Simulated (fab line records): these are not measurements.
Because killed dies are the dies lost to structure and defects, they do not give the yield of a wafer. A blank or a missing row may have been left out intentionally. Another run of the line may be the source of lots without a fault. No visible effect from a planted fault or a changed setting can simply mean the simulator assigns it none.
Chamber matching :: flow n5 finfet :: N5_BEOL_M10_ETCH_61 on rie diel-05 has 4 sister chambers
The step etches SiARC in CF4, target depth 39 nm, time 65 s. 18 wafers are shown with their chamber, then 9 later ones without.

WAFERS, EACH WITH ITS CHAMBER
wafer: L075.2
chamber: 3
drypump motor current A (A): 4.6
showerhead plenum p Torr (Torr): 2.26
etch rf on time s (s): 66.9

wafer: L075.4
chamber: 1
drypump motor current A (A): 5.6
showerhead plenum p Torr (Torr): 2.07
etch rf on time s (s): 62.4

wafer: L075.6
chamber: 1
drypump motor current A (A): 5.6
showerhead plenum p Torr (Torr): 2.07
etch rf on time s (s): 63.1

wafer: L077.1
chamber: 0
drypump motor current A (A): 6.2
showerhead plenum p Torr (Torr): 2.07
etch rf on time s (s): 66.1

wafer: L077.3
chamber: 3
drypump motor current A (A): 4.6
showerhead plenum p Torr (Torr): 2.26
etch rf on time s (s): 67.0

wafer: L077.6
chamber: 3
drypump motor current A (A): 4.6
showerhead plenum p Torr (Torr): 2.26
etch rf on time s (s): 67.2

wafer: L074.1
chamber: 3
drypump motor current A (A): 4.6
showerhead plenum p Torr (Torr): 2.26
etch rf on time s (s): 66.9

wafer: L074.5
chamber: 3
drypump motor current A (A): 4.6
showerhead plenum p Torr (Torr): 2.26
etch rf on time s (s): 66.7

wafer: L074.6
chamber: 2
drypump motor current A (A): 5.6
showerhead plenum p Torr (Torr): 2.25
etch rf on time s (s): 61.6

wafer: L083.1
chamber: 1
drypump motor current A (A): 5.6
showerhead plenum p Torr (Torr): 2.06
etch rf on time s (s): 61.7

wafer: L083.2
chamber: 2
drypump motor current A (A): 5.6
showerhead plenum p Torr (Torr): 2.25
etch rf on time s (s): 61.4

wafer: L083.4
chamber: 3
drypump motor current A (A): 4.6
showerhead plenum p Torr (Torr): 2.26
etch rf on time s (s): 66.3

wafer: L088.2
chamber: 2
drypump motor current A (A): 5.6
showerhead plenum p Torr (Torr): 2.24
etch rf on time s (s): 62.5

wafer: L088.3
chamber: 0
drypump motor current A (A): 6.2
showerhead plenum p Torr (Torr): 2.06
etch rf on time s (s): 67.9

wafer: L088.5
chamber: 2
drypump motor current A (A): 5.6
showerhead plenum p Torr (Torr): 2.24
etch rf on time s (s): 62.2

wafer: L089.2
chamber: 3
drypump motor current A (A): 4.6
showerhead plenum p Torr (Torr): 2.25
etch rf on time s (s): 67.2

wafer: L089.3
chamber: 1
drypump motor current A (A): 5.7
showerhead plenum p Torr (Torr): 2.06
etch rf on time s (s): 63.2

wafer: L089.4
chamber: 2
drypump motor current A (A): 5.6
showerhead plenum p Torr (Torr): 2.24
etch rf on time s (s): 62.3

SIGNATURES (averages over the wafers above)
reading: drypump motor current A
chamber 0: 6.200
chamber 1: 5.625
chamber 2: 5.600
chamber 3: 4.600
scatter within a chamber: 0.0231

reading: showerhead plenum p Torr
chamber 0: 2.0650
chamber 1: 2.0650
chamber 2: 2.2440
chamber 3: 2.2586
scatter within a chamber: 0.00504

reading: etch rf on time s
chamber 0: 67.000
chamber 1: 62.600
chamber 2: 62.000
chamber 3: 66.886
scatter within a chamber: 0.571
Rule: a wafer lies at a distance from a chamber equal to the root of the sum of squares, over the readings, of (its reading less the chamber's mean, divided by the reading's scatter). If the next closest chamber is less than 2 further off than the closest, the wafer can't be placed; otherwise it belongs to the closest. The scatter: take each reading less its chamber's mean, square it, sum over the shown wafers, divide by the number of wafers less the number of chambers, and take the root.

WAFERS MISSING THEIR CHAMBER
wafer: L090.1
drypump motor current A (A): 5.6
showerhead plenum p Torr (Torr): 2.24
etch rf on time s (s): 62.1

wafer: L090.4
drypump motor current A (A): 5.7
showerhead plenum p Torr (Torr): 2.06
etch rf on time s (s): 62.9

wafer: L090.5
drypump motor current A (A): 4.6
showerhead plenum p Torr (Torr): 2.25
etch rf on time s (s): 67.4

wafer: L093.1
drypump motor current A (A): 4.6
showerhead plenum p Torr (Torr): 2.25
etch rf on time s (s): 67.7

wafer: L093.2
drypump motor current A (A): 5.7
showerhead plenum p Torr (Torr): 2.05
etch rf on time s (s): 63.5

wafer: L093.4
drypump motor current A (A): 6.2
showerhead plenum p Torr (Torr): 2.06
etch rf on time s (s): 66.8

wafer: L097.2
drypump motor current A (A): 4.6
showerhead plenum p Torr (Torr): 2.24
etch rf on time s (s): 67.4

wafer: L097.4
drypump motor current A (A): 5.7
showerhead plenum p Torr (Torr): 2.05
etch rf on time s (s): 63.5

wafer: L097.5
drypump motor current A (A): 5.7
showerhead plenum p Torr (Torr): 2.05
etch rf on time s (s): 63.4

CHAMBER TAKEN BY EACH
wafer: L090.1
from the rows above: 2
in truth: 2

wafer: L090.4
from the rows above: 1
in truth: 1

wafer: L090.5
from the rows above: 3
in truth: 3

wafer: L093.1
from the rows above: 3
in truth: 3

wafer: L093.2
from the rows above: 1
in truth: 1

wafer: L093.4
from the rows above: 0
in truth: 0

wafer: L097.2
from the rows above: 3
in truth: 3

wafer: L097.4
from the rows above: 1
in truth: 1

wafer: L097.5
from the rows above: 1
in truth: 1
9 of 9 placed correctly. Not placeable from these rows: 0. Placed wrongly: 0.
